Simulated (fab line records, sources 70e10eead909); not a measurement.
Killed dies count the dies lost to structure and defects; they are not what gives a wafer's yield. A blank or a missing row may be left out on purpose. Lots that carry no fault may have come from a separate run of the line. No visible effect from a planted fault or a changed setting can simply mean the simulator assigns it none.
Matching of chambers + flow nand-harc + NHARC_P_M0_PRE_CLEAN_31 on pecvd-01 has 3 sister chambers
The step time 12 s. 6 wafers are shown with their chamber, then 7 later ones without.

== WAFERS, EACH WITH ITS CHAMBER ==
| wafer  | chamber | rf-fwd-power-W (W) | heater-power-w (W) |
|--------|---------|--------------------|--------------------|
| L079.4 | 1       | 292.4              | 705                |
| L081.5 | 2       | 291.9              | 634                |
| L083.4 | 2       | 292.1              | 639                |
| L083.5 | 0       | 292.5              | 675                |
| L085.2 | 1       | 293.0              | 629                |
| L085.3 | 0       | 292.5              | 637                |

== WAFERS WITHOUT THEIR CHAMBER ==
| wafer  | rf-fwd-power-W (W) | heater-power-w (W) |
|--------|--------------------|--------------------|
| L085.4 | 291.8              | 615                |
| L094.1 | 292.1              | 625                |
| L094.2 | 293.1              | 705                |
| L094.4 | 293.0              | 732                |
| L097.1 | 292.3              | 742                |
| L097.2 | 291.7              | 665                |
| L097.5 | 291.5              | 613                |

== WHICH CHAMBER EACH WENT THROUGH ==
| wafer  | from the rows above          | in truth                   |
|--------|------------------------------|----------------------------|
| L085.4 | can't be placed: 2 or 0      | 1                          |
| L094.1 | can't be placed: 2 or 0      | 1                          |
| L094.2 | can't be placed: 1 or 0      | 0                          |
| L094.4 | can't be placed: 1 or 0      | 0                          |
| L097.1 | can't be placed: 0 or 1 or 2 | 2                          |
| L097.2 | can't be placed: 2 or 0      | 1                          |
| L097.5 | 2                            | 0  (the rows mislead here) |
Correctly placed: 0 of 7. Unplaceable from these rows: 6, with the true chamber sitting among the candidates in 3. Number placed wrongly: 1.
How it was worked out, from the rows above alone: a wafer's distance from a chamber is the root of the sum, over the readings, of the square of ((its reading less the chamber's mean) divided by the reading's scatter). The wafer belongs to the nearest chamber; if the next one is less than 2 further off, it can't be placed. For every chamber, the mean is computed from those of its wafers that are shown. The scatter: take each reading less its chamber's mean, square it, sum over the shown wafers, divide by the number of wafers less the number of chambers, and take the root.
